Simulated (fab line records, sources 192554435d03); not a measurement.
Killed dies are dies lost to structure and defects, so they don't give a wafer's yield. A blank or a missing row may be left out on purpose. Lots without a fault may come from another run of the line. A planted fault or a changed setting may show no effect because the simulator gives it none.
Chamber matching | flow n5_finfet | N5_BEOL_M12_DEP_53 on pecvd-01: 3 sister chambers
The step deposits SiCN from 3MS/NH3, target thk 30 nm, time 10.5 s. 3 wafers are shown with their chamber, then 8 later ones without.

WAFERS WITH THEIR CHAMBER
wafer  | chamber | showerhead_vpp_V (V)
L086.2 | 0       | 1560
L091.4 | 2       | 1560
L090.3 | 1       | 1715

WAFERS WITHOUT THEIR CHAMBER
wafer  | showerhead_vpp_V (V)
L090.4 | 1573
L090.5 | 1529
L093.3 | 1588
L093.4 | 1560
L093.6 | 1547
L095.1 | 1529
L095.4 | 1513
L095.5 | 1576

WHICH CHAMBER EACH WENT THROUGH
wafer  | from the rows above     | in truth
L090.4 | can't be placed: 0 or 2 | 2
L090.5 | can't be placed: 0 or 2 | 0
L093.3 | can't be placed: 0 or 2 | 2
L093.4 | can't be placed: 0 or 2 | 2
L093.6 | can't be placed: 0 or 2 | 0
L095.1 | can't be placed: 0 or 2 | 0
L095.4 | can't be placed: 0 or 2 | 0
L095.5 | can't be placed: 0 or 2 | 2
Placed correctly: 0 of 8. Can't be placed from these rows: 8 (the true chamber is among the candidates in 8). Placed wrongly: 0.
How it was worked out, from the rows above alone: a wafer's distance from a chamber is the root of the sum, over the readings, of the square of ((its reading less the chamber's mean) divided by the reading's scatter). The wafer belongs to the nearest chamber; if the next one is less than 2 further off, it can't be placed. A chamber's mean is the mean of its shown wafers. The scatter: with one shown wafer a chamber, the root of the mean of the squares of how far each hidden wafer lies from its nearest shown one.
